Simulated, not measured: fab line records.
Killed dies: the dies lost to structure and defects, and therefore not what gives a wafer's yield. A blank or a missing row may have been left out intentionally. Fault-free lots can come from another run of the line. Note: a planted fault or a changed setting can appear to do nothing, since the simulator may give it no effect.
Matching of chambers / flow nandHarc / NHARC_A_STAIRCASE_TRIM_220 on rieDiel-09: 4 sister chambers
The step chemistry O2, time 211.2 s. 18 wafers are shown with their chamber, then 9 later ones without.

WAFERS WITH THEIR CHAMBER
wafer=L074.2; chamber=2; showerheadPlenumPTorr (Torr)=3.55; oesProductAu (a.u.)=1.019; rfVppV (V)=56.8
wafer=L074.3; chamber=1; showerheadPlenumPTorr (Torr)=3.60; oesProductAu (a.u.)=0.999; rfVppV (V)=59.6
wafer=L074.5; chamber=2; showerheadPlenumPTorr (Torr)=3.55; oesProductAu (a.u.)=1.023; rfVppV (V)=58.9
wafer=L076.1; chamber=2; showerheadPlenumPTorr (Torr)=3.55; oesProductAu (a.u.)=1.020; rfVppV (V)=58.5
wafer=L076.2; chamber=3; showerheadPlenumPTorr (Torr)=3.68; oesProductAu (a.u.)=1.008; rfVppV (V)=58.0
wafer=L076.4; chamber=0; showerheadPlenumPTorr (Torr)=3.33; oesProductAu (a.u.)=0.993; rfVppV (V)=56.1
wafer=L078.1; chamber=2; showerheadPlenumPTorr (Torr)=3.54; oesProductAu (a.u.)=1.027; rfVppV (V)=57.1
wafer=L078.3; chamber=0; showerheadPlenumPTorr (Torr)=3.33; oesProductAu (a.u.)=0.987; rfVppV (V)=57.9
wafer=L078.5; chamber=3; showerheadPlenumPTorr (Torr)=3.67; oesProductAu (a.u.)=1.012; rfVppV (V)=57.3
wafer=L082.1; chamber=2; showerheadPlenumPTorr (Torr)=3.54; oesProductAu (a.u.)=1.021; rfVppV (V)=57.4
wafer=L082.4; chamber=0; showerheadPlenumPTorr (Torr)=3.32; oesProductAu (a.u.)=0.992; rfVppV (V)=56.7
wafer=L082.5; chamber=1; showerheadPlenumPTorr (Torr)=3.59; oesProductAu (a.u.)=1.001; rfVppV (V)=57.9
wafer=L083.2; chamber=0; showerheadPlenumPTorr (Torr)=3.32; oesProductAu (a.u.)=0.990; rfVppV (V)=57.1
wafer=L083.3; chamber=2; showerheadPlenumPTorr (Torr)=3.53; oesProductAu (a.u.)=1.004; rfVppV (V)=57.4
wafer=L083.5; chamber=3; showerheadPlenumPTorr (Torr)=3.66; oesProductAu (a.u.)=1.006; rfVppV (V)=58.4
wafer=L093.4; chamber=0; showerheadPlenumPTorr (Torr)=3.30; oesProductAu (a.u.)=1.003; rfVppV (V)=56.5
wafer=L093.5; chamber=2; showerheadPlenumPTorr (Torr)=3.51; oesProductAu (a.u.)=1.012; rfVppV (V)=56.5
wafer=L093.6; chamber=1; showerheadPlenumPTorr (Torr)=3.57; oesProductAu (a.u.)=1.019; rfVppV (V)=57.5

SIGNATURES (averages over the wafers above)
reading=showerheadPlenumPTorr; chamber 0=3.3200; chamber 1=3.5867; chamber 2=3.5386; chamber 3=3.6700; scatter within a chamber=0.0135
reading=oesProductAu; chamber 0=0.99300; chamber 1=1.00633; chamber 2=1.01800; chamber 3=1.00867; scatter within a chamber=0.00736
reading=rfVppV; chamber 0=56.860; chamber 1=58.333; chamber 2=57.514; chamber 3=57.900; scatter within a chamber=0.828
Rule: distance of a wafer from a chamber = root of the sum over the readings of ((wafer's reading minus chamber's mean) / reading's scatter) squared. The wafer belongs to the nearest chamber; if the next one is less than 2 further off, it can't be placed. The scatter: the root of (the sum of the squares of (reading less its chamber's mean) over the shown wafers, divided by (wafers less chambers)).

WAFERS MISSING THEIR CHAMBER
wafer=L095.3; showerheadPlenumPTorr (Torr)=3.30; oesProductAu (a.u.)=1.016; rfVppV (V)=56.4
wafer=L095.4; showerheadPlenumPTorr (Torr)=3.51; oesProductAu (a.u.)=1.019; rfVppV (V)=58.7
wafer=L095.6; showerheadPlenumPTorr (Torr)=3.56; oesProductAu (a.u.)=1.004; rfVppV (V)=57.8
wafer=L095.1; showerheadPlenumPTorr (Torr)=3.64; oesProductAu (a.u.)=1.006; rfVppV (V)=57.7
wafer=L095.2; showerheadPlenumPTorr (Torr)=3.56; oesProductAu (a.u.)=1.006; rfVppV (V)=57.2
wafer=L095.5; showerheadPlenumPTorr (Torr)=3.30; oesProductAu (a.u.)=1.021; rfVppV (V)=56.7
wafer=L097.3; showerheadPlenumPTorr (Torr)=3.50; oesProductAu (a.u.)=1.010; rfVppV (V)=57.6
wafer=L097.5; showerheadPlenumPTorr (Torr)=3.56; oesProductAu (a.u.)=1.009; rfVppV (V)=57.0
wafer=L097.6; showerheadPlenumPTorr (Torr)=3.50; oesProductAu (a.u.)=1.009; rfVppV (V)=57.9

EACH ONE'S CHAMBER
wafer=L095.3; from the rows above=0; in truth=0
wafer=L095.4; from the rows above=2; in truth=2
wafer=L095.6; from the rows above=can't be placed: 1 or 2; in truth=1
wafer=L095.1; from the rows above=can't be placed: 3 or 1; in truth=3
wafer=L095.2; from the rows above=can't be placed: 2 or 1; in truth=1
wafer=L095.5; from the rows above=0; in truth=0
wafer=L097.3; from the rows above=2; in truth=2
wafer=L097.5; from the rows above=can't be placed: 2 or 1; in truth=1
wafer=L097.6; from the rows above=2; in truth=2
5 of 9 placed correctly. Can't be placed from these rows: 4 (the true chamber is among the candidates in 4). Placed wrongly: 0.
